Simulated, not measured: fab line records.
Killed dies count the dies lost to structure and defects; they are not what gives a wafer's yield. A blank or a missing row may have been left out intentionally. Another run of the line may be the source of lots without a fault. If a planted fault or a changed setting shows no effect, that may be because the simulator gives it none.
fab line records ; flow n5_finfet
record: lots: 7; wafers: 21; last_day: 18
route steps=1938 shown BEOL_M9@1468 BEOL_M10@1470
lots with no fault: from the same line, run without faults
start_h: hours from the record's opening day to when the first of the lot's shown wafers began ; wait_h: how many hours have passed since the lot's step before this one ; " repeats the value in the row above ; L1.1+2: a single row standing in for several wafers ; - no value present, or no start provided ; * or withheld: withheld ; < > ~ a bound
route shown NAME@n: NAME is a module with steps in the file, n the number in the route of the first one ; usual: mean/standard deviation taken from wafers without a fault ; same: alike in all rows ; chamber/n: place in a boat ; sites: the reading at each site ; _std_site: standard deviation of those values ; _edge_site: inner sites' mean taken away from outer sites' mean ; radius_mm: how far each site lies from the wafer's centre ; mask NAME#n: copy n ; behind: the most recent tool/chamber to have shaped the wafer ; hold: why the lot went on hold/how many hours it stayed there/how the hold came to an end ; device: names the non-switching transistor (n, p or np) ; end of line: the route-end tests of the same wafers ; a step with no rows: only its recipe ; killed: the dies lost at the first sort to structure and to defects; this is not the yield of the wafer ; map: a wafer's dies, x killed, . not, _ none there
set.NAME: the setting as run; set.NAME@STEP: as run at that earlier step ; model.NAME: the simulator's own value behind a step, which no gauge read
lots at some steps of the route; a table a step, a row a wafer
services: when a tool's chamber went out of use (start_h, in hours from the record's first day, below 0 if earlier), for how many hours, and the reason
== steps ==
step: N5_BEOL_M9_RS_MEAS_57
recipe: thk_meas_gauge: four-point-probe; reads: Cu_of_BEOL_M9_ECD_50+Co_of_BEOL_M9_CVD_78+TaN_of_BEOL_M9_ALD_74
usual: M9_RS: 0.153/0.0048
lot.wafer;tool;chamber;start_h;wait_h;M9_RS[ohm/sq]
L558.1;film_metro-02;-;246.84;0.1;0.159
L558.3;film_metro-02;-;246.84;0.1;0.151
L558.5;film_metro-02;-;246.84;0.1;0.144
L561.1;film_metro-01;-;264.92;0.1;0.150
L561.2;film_metro-01;-;264.92;0.1;0.159
L561.6;film_metro-01;-;264.92;0.1;0.156
L566.3;film_metro-02;-;283.96;0.1;0.148
L566.5;film_metro-02;-;283.96;0.1;0.150
L566.6;film_metro-02;-;283.96;0.1;0.147
L567.3;film_metro-01;-;284.26;0.1;0.155
L567.4;film_metro-01;-;284.26;0.1;0.157
L567.5;film_metro-01;-;284.26;0.1;0.156
L568.1;film_metro-01;-;284.50;0.1;0.147
L568.4;film_metro-01;-;284.50;0.1;0.145
L568.5;film_metro-01;-;284.50;0.1;0.148
L576.3;film_metro-01;-;359.61;0.1;0.152
L576.5;film_metro-01;-;359.61;0.1;0.157
L576.6;film_metro-01;-;359.61;0.1;0.152
L579.1;film_metro-02;-;377.02;0.1;0.153
L579.5;film_metro-02;-;377.02;0.1;0.154
L579.6;film_metro-02;-;377.02;0.1;0.152
step: N5_BEOL_M9_INSPECT_58
recipe: inspect_instrument: darkfield; mode: post_dep
usual: raw_defect_count: 75/22
lot.wafer;tool;chamber;start_h;wait_h;raw_defect_count
L558.1;defect_inspect-01;-;246.86;0.0;47
L558.3;defect_inspect-01;-;246.86;0.0;51
L558.5;defect_inspect-01;-;246.86;0.0;71
L561.1;defect_inspect-02;-;264.95;0.0;116
L561.2;defect_inspect-02;-;264.95;0.0;84
L561.6;defect_inspect-02;-;264.95;0.0;113
L566.3;defect_inspect-02;-;283.98;0.0;76
L566.5;defect_inspect-02;-;283.98;0.0;82
L566.6;defect_inspect-02;-;283.98;0.0;74
L567.3;defect_inspect-01;-;284.29;0.0;69
L567.4;defect_inspect-01;-;284.29;0.0;54
L567.5;defect_inspect-01;-;284.29;0.0;58
L568.1;defect_inspect-01;-;284.52;0.0;85
L568.4;defect_inspect-01;-;284.52;0.0;62
L568.5;defect_inspect-01;-;284.52;0.0;84
L576.3;defect_inspect-02;-;359.63;0.0;110
L576.5;defect_inspect-02;-;359.63;0.0;84
L576.6;defect_inspect-02;-;359.63;0.0;95
L579.1;defect_inspect-01;-;377.05;0.0;75
L579.5;defect_inspect-01;-;377.05;0.0;43
L579.6;defect_inspect-01;-;377.05;0.0;65
step: N5_BEOL_M10_ILD_DEP_00
recipe: material: SiCOH_lowk; target_thk_a: 3085.1; temp_c: 300; precursor: DEMS/porogen; pressure_torr: 5; rf_w: 500; time_s: 58
usual: heater_power_w: 314/51; showerhead_plenum_p_Torr: 5.741/0.016; throttle_valve_pct: 13.9/0.77
same: time_s: 58
lot.wafer;tool;chamber;start_h;wait_h;heater_power_w;showerhead_plenum_p_Torr;throttle_valve_pct
L558.1;pecvd-03;1;246.90;0.0;361;5.751;13.5
L558.3;pecvd-03;2;246.90;0.0;217;5.736;12.8
L558.5;pecvd-03;0;246.90;0.0;298;5.737;13.0
L561.1;pecvd-01;1;264.98;0.0;355;5.729;14.3
L561.2;pecvd-01;0;264.98;0.0;325;5.760;14.4
L561.6;pecvd-01;2;264.98;0.0;322;5.731;14.1
L566.3;pecvd-03;0;284.02;0.0;325;5.721;13.2
L566.5;pecvd-03;0;284.02;0.0;336;5.737;12.6
L566.6;pecvd-03;1;284.02;0.0;400;5.747;13.5
L567.3;pecvd-01;2;284.32;0.0;327;5.725;13.6
L567.4;pecvd-01;1;284.32;0.0;356;5.726;14.3
L567.5;pecvd-01;2;284.32;0.0;259;5.718;13.7
L568.1;pecvd-03;1;284.56;0.0;348;5.736;13.6
L568.4;pecvd-03;0;284.56;0.0;321;5.732;13.0
L568.5;pecvd-03;1;284.56;0.0;356;5.739;13.7
L576.3;pecvd-01;2;359.67;0.0;329;5.745;13.7
L576.5;pecvd-01;2;359.67;0.0;331;5.737;13.9
L576.6;pecvd-01;0;359.67;0.0;307;5.764;14.3
L579.1;pecvd-04;1;377.09;0.0;251;5.775;16.2
L579.5;pecvd-04;2;377.09;0.0;354;5.723;14.1
L579.6;pecvd-04;0;377.09;0.0;276;5.747;14.1
step: N5_BEOL_M10_CURE_71
recipe: temp_c: 385; time_s: 240; ambient: He/Ar; material: SiCOH_lowk
usual: lamp_power_pct: 52.31/0.056; wafer_temp_C_max: 386.7/0.56
same: time_s: 240
lot.wafer;tool;chamber;start_h;wait_h;lamp_power_pct;wafer_temp_C_max
L558.1;uv_cure-03;2;246.98;0.0;52.36;386.1
L558.3;uv_cure-03;2;246.98;0.0;52.40;387.0
L558.5;uv_cure-03;2;246.98;0.0;52.29;386.2
L561.1;uv_cure-03;1;265.06;0.0;52.35;387.3
L561.2;uv_cure-03;1;265.06;0.0;52.34;387.4
L561.6;uv_cure-03;1;265.06;0.0;52.39;386.9
L566.3;uv_cure-02;2;284.26;0.2;52.29;386.5
L566.5;uv_cure-02;2;284.26;0.2;52.44;386.9
L566.6;uv_cure-02;2;284.26;0.2;52.26;387.3
L567.3;uv_cure-01;1;284.56;0.2;52.27;386.2
L567.4;uv_cure-01;1;284.56;0.2;52.29;386.6
L567.5;uv_cure-01;1;284.56;0.2;52.34;386.0
L568.1;uv_cure-03;0;284.64;0.0;52.35;386.1
L568.4;uv_cure-03;0;284.64;0.0;52.29;385.5
L568.5;uv_cure-03;0;284.64;0.0;52.34;386.0
L576.3;uv_cure-01;0;359.90;0.2;52.38;386.7
L576.5;uv_cure-01;0;359.90;0.2;52.15;386.9
L576.6;uv_cure-01;0;359.90;0.2;52.21;386.7
L579.1;uv_cure-03;2;377.16;0.0;52.38;386.3
L579.5;uv_cure-03;2;377.16;0.0;52.25;387.2
L579.6;uv_cure-03;2;377.16;0.0;52.12;387.2
step: N5_BEOL_M10_THK_MEAS_01
recipe: reads: SiCOH_lowk_of_BEOL_M10_ILD_DEP_00
usual: M10_ILD_THK: 268/4
lot.wafer;tool;chamber;start_h;wait_h;M10_ILD_THK[nm]
L558.1;film_metro-02;-;247.49;0.4;266
L558.3;film_metro-02;-;247.49;0.4;262
L558.5;film_metro-02;-;247.49;0.4;264
L561.1;film_metro-02;-;265.57;0.4;268
L561.2;film_metro-02;-;265.57;0.4;258
L561.6;film_metro-02;-;265.57;0.4;269
L566.3;film_metro-02;-;284.61;0.3;265
L566.5;film_metro-02;-;284.61;0.3;269
L566.6;film_metro-02;-;284.61;0.3;271
L567.3;film_metro-02;-;284.92;0.3;268
L567.4;film_metro-02;-;284.92;0.3;272
L567.5;film_metro-02;-;284.92;0.3;273
L568.1;film_metro-01;-;285.15;0.4;268
L568.4;film_metro-01;-;285.15;0.4;270
L568.5;film_metro-01;-;285.15;0.4;272
L576.3;film_metro-02;-;360.26;0.3;263
L576.5;film_metro-02;-;360.26;0.3;266
L576.6;film_metro-02;-;360.26;0.3;262
L579.1;film_metro-02;-;377.68;0.4;267
L579.5;film_metro-02;-;377.68;0.4;274
L579.6;film_metro-02;-;377.68;0.4;275
step: N5_BEOL_M10_PECVD_70
recipe: material: SiO2; target_thk_a: 200; temp_c: 400; precursor: TEOS/O2; pressure_torr: 5.5; rf_w: 450; teos_flow_sccm: 53.8; gas: O2; flow_sccm: 3000; time_s: 22.7
usual: heater_power_w: 721/96; showerhead_plenum_p_Torr: 8.79/0.059; throttle_valve_pct: 22.7/1.4
same: time_s: 22.7
lot.wafer;tool;chamber;start_h;wait_h;heater_power_w;showerhead_plenum_p_Torr;throttle_valve_pct
L558.1;pecvd-01;0;247.53;0.0;744;8.88;22.9
L558.3;pecvd-01;2;247.53;0.0;642;8.75;22.2
L558.5;pecvd-01;1;247.53;0.0;733;8.69;23.3
L561.1;pecvd-03;1;265.61;0.0;807;8.77;21.9
L561.2;pecvd-03;0;265.61;0.0;760;8.79;20.9
L561.6;pecvd-03;1;265.61;0.0;826;8.78;21.8
L566.3;pecvd-01;1;284.65;0.0;834;8.73;23.1
L566.5;pecvd-01;0;284.65;0.0;773;8.88;22.8
L566.6;pecvd-01;1;284.65;0.0;822;8.73;22.9
L567.3;pecvd-03;2;284.95;0.0;535;8.80;21.0
L567.4;pecvd-03;2;284.95;0.0;538;8.80;21.1
L567.5;pecvd-03;0;284.95;0.0;719;8.78;21.3
L568.1;pecvd-01;1;285.19;0.0;791;8.71;23.1
L568.4;pecvd-01;2;285.19;0.0;712;8.75;22.3
L568.5;pecvd-01;1;285.19;0.0;804;8.71;22.8
L576.3;pecvd-01;2;360.29;0.0;664;8.78;22.4
L576.5;pecvd-01;0;360.29;0.0;838;8.85;22.9
L576.6;pecvd-01;1;360.29;0.0;794;8.73;23.4
L579.1;pecvd-04;0;377.71;0.0;688;8.76;22.8
L579.5;pecvd-04;1;377.71;0.0;656;8.94;26.1
L579.6;pecvd-04;2;377.71;0.0;771;8.79;23.1
step: N5_BEOL_M10_HM_DEP_02
recipe: material: TiN; target_thk_a: 200; temp_c: 25; chamber_pressure_pa: 0.49996
usual: substrate_temp_c: 24.99/0.12; throttle_valve_pct: 29.8/1
lot.wafer;tool;chamber;start_h;wait_h;substrate_temp_c;throttle_valve_pct
L558.1;pvd_sputter-02;-;251.55;4.0;24.95;28.2
L558.3;pvd_sputter-02;-;251.55;4.0;24.93;29.0
L558.5;pvd_sputter-02;-;251.55;4.0;24.94;28.2
L561.1;pvd_sputter-03;-;266.51;0.9;24.85;29.9
L561.2;pvd_sputter-03;-;266.51;0.9;24.85;30.0
L561.6;pvd_sputter-03;-;266.51;0.9;25.13;30.3
L566.3;pvd_sputter-03;-;285.55;0.9;25.00;29.6
L566.5;pvd_sputter-03;-;285.55;0.9;25.02;28.6
L566.6;pvd_sputter-03;-;285.55;0.9;25.04;30.2
L567.3;pvd_sputter-01;-;285.66;0.7;24.91;30.7
L567.4;pvd_sputter-01;-;285.66;0.7;25.20;31.7
L567.5;pvd_sputter-01;-;285.66;0.7;25.02;30.5
L568.1;pvd_sputter-03;-;285.79;0.6;24.97;30.5
L568.4;pvd_sputter-03;-;285.79;0.6;25.16;28.4
L568.5;pvd_sputter-03;-;285.79;0.6;24.77;30.0
L576.3;pvd_sputter-01;-;362.46;2.1;24.98;29.3
L576.5;pvd_sputter-01;-;362.46;2.1;25.05;31.8
L576.6;pvd_sputter-01;-;362.46;2.1;24.95;30.4
L579.1;pvd_sputter-01;-;379.42;1.7;24.92;30.6
L579.5;pvd_sputter-01;-;379.42;1.7;24.90;30.7
L579.6;pvd_sputter-01;-;379.42;1.7;25.02;30.6
step: N5_BEOL_M10_COAT_59
recipe: resist: SOC; temp_c: 250; time_s: 60; spin_rpm: 1500; resist_thk_nm: 100
step: N5_BEOL_M10_COAT_60
recipe: resist: SiARC; temp_c: 220; time_s: 60; spin_rpm: 1500; resist_thk_nm: 30
step: N5_BEOL_M10_COAT_05
recipe: resist: CAR-ArF; spin_rpm: 1500; resist_thk_nm: 90
step: N5_BEOL_M10_EBR_07
recipe: solvent: PGMEA; ebr_width_mm: 1.5
step: N5_BEOL_M10_SOFTBAKE_06
recipe: temp_c: 110; time_s: 60; resist: CAR-ArF
step: N5_BEOL_M10_EXPOSE_08
recipe: mask_id: M10; na: 1.35; source_shape: dipole; sigma_inner: 0.411; sigma_outer: 0.611; polarization: te; dose_mj: 53.75
usual: dipole_opening_deg: 40/0; exposure_dose_mJ_cm2: 53.91/0.17; reticle_temp_C: 22.96/0.091; stage_vel_mm_s: 500.00/0.29
lot.wafer;tool;chamber;start_h;wait_h;mask;dipole_opening_deg;exposure_dose_mJ_cm2;reticle_temp_C;stage_vel_mm_s
L558.1;arfi_scanner-03;0;251.79;-;M10#0;40;53.80;23.09;500.21
L558.3;arfi_scanner-03;0;251.79;-;M10#0;40;53.73;22.98;499.74
L558.5;arfi_scanner-03;0;251.79;-;M10#0;40;53.76;23.14;499.89
L561.1;arfi_scanner-02;0;266.75;-;M10#0;40;53.82;23.14;500.10
L561.2;arfi_scanner-02;0;266.75;-;M10#0;40;53.72;22.95;500.01
L561.6;arfi_scanner-02;0;266.75;-;M10#0;40;53.73;22.84;499.89
L566.3;arfi_scanner-03;-;285.93;-;M10#0;-;-;-;-
L566.5;arfi_scanner-03;-;285.93;-;M10#0;-;-;-;-
L566.6;arfi_scanner-03;-;285.93;-;M10#0;-;-;-;-
L567.3;arfi_scanner-01;-;286.10;-;M10#0;-;-;-;-
L567.4;arfi_scanner-01;-;286.10;-;M10#0;-;-;-;-
L567.5;arfi_scanner-01;-;286.10;-;M10#0;-;-;-;-
L568.1;arfi_scanner-02;-;286.25;-;M10#0;-;-;-;-
L568.4;arfi_scanner-02;-;286.25;-;M10#0;-;-;-;-
L568.5;arfi_scanner-02;-;286.25;-;M10#0;-;-;-;-
L576.3;arfi_scanner-02;0;362.73;-;M10#0;40;54.01;23.01;499.84
L576.5;arfi_scanner-02;0;362.73;-;M10#0;40;53.98;23.05;500.11
L576.6;arfi_scanner-02;0;362.73;-;M10#0;40;54.04;22.97;499.95
L579.1;arfi_scanner-02;0;379.79;-;M10#0;40;54.00;23.11;500.02
L579.5;arfi_scanner-02;0;379.79;-;M10#0;40;54.03;22.86;500.13
L579.6;arfi_scanner-02;0;379.79;-;M10#0;40;54.01;22.89;500.32
step: N5_BEOL_M10_PEB_09
recipe: peb_temp_c: withheld; peb_time_s: 60; resist: CAR-ArF
== services ==
tool;chamber;start_h;hours;kind
arfi_scanner-03;-;228.97;0.8;pm
arfi_scanner-02;-;232.86;3.0;pm
arfi_scanner-02;-;237.72;1.1;repair
arfi_scanner-03;-;242.74;1.0;pm
arfi_scanner-02;-;250.34;1.0;pm
uv_cure-01;-;250.88;7.5;pm
arfi_scanner-01;-;252.43;1.3;pm
arfi_scanner-03;-;260.10;1.3;pm
arfi_scanner-01;-;265.99;0.9;repair
arfi_scanner-02;-;270.54;0.9;repair
pecvd-01;-;276.86;5.5;pm
arfi_scanner-01;-;288.32;0.4;repair
arfi_scanner-03;-;292.62;1.0;pm
arfi_scanner-01;-;294.08;1.0;pm
arfi_scanner-03;-;303.39;7.3;repair
uv_cure-03;-;310.08;2.0;repair
uv_cure-03;-;316.30;7.5;pm
arfi_scanner-02;-;317.71;0.8;pm
uv_cure-02;-;317.76;1.0;pm
arfi_scanner-02;-;322.44;1.3;pm
pecvd-04;0;342.55;3.9;repair
uv_cure-03;-;344.29;6.5;repair
arfi_scanner-03;-;349.18;3.1;pm
pvd_sputter-03;-;350.34;3.1;repair
== key ==
first_sign: step: N5_BEOL_M10_EXPOSE_08; reading: tool_record; direction: missing
effect none on later readings
met_at N5_BEOL_M10_EXPOSE_08
struck_wafers L566.3,L566.5,L566.6,L567.3,L567.4,L567.5,L568.1,L568.4,L568.5
later_rows_left_out L566.3,L566.5,L566.6,L567.3,L567.4,L567.5,L568.1,L568.4,L568.5
sort_left_out L566.3,L566.5,L566.6,L567.3,L567.4,L567.5,L568.1,L568.4,L568.5
onset_between 266.75 285.93
fault: kind: skipped_step_whole; tool: arfi_scanner-01,arfi_scanner-02,arfi_scanner-03; chamber: -; onset_h: 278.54; steps: N5_BEOL_M10_EXPOSE_08; scope: struck_lots_only
sort_left_out: the simulated sort isn't trusted on such a fault, so these wafers' sort isn't shown, and their yield isn't known
later_rows_left_out: the simulator's readings of these wafers behind a module that went badly wrong aren't trusted and aren't shown, but for the sort
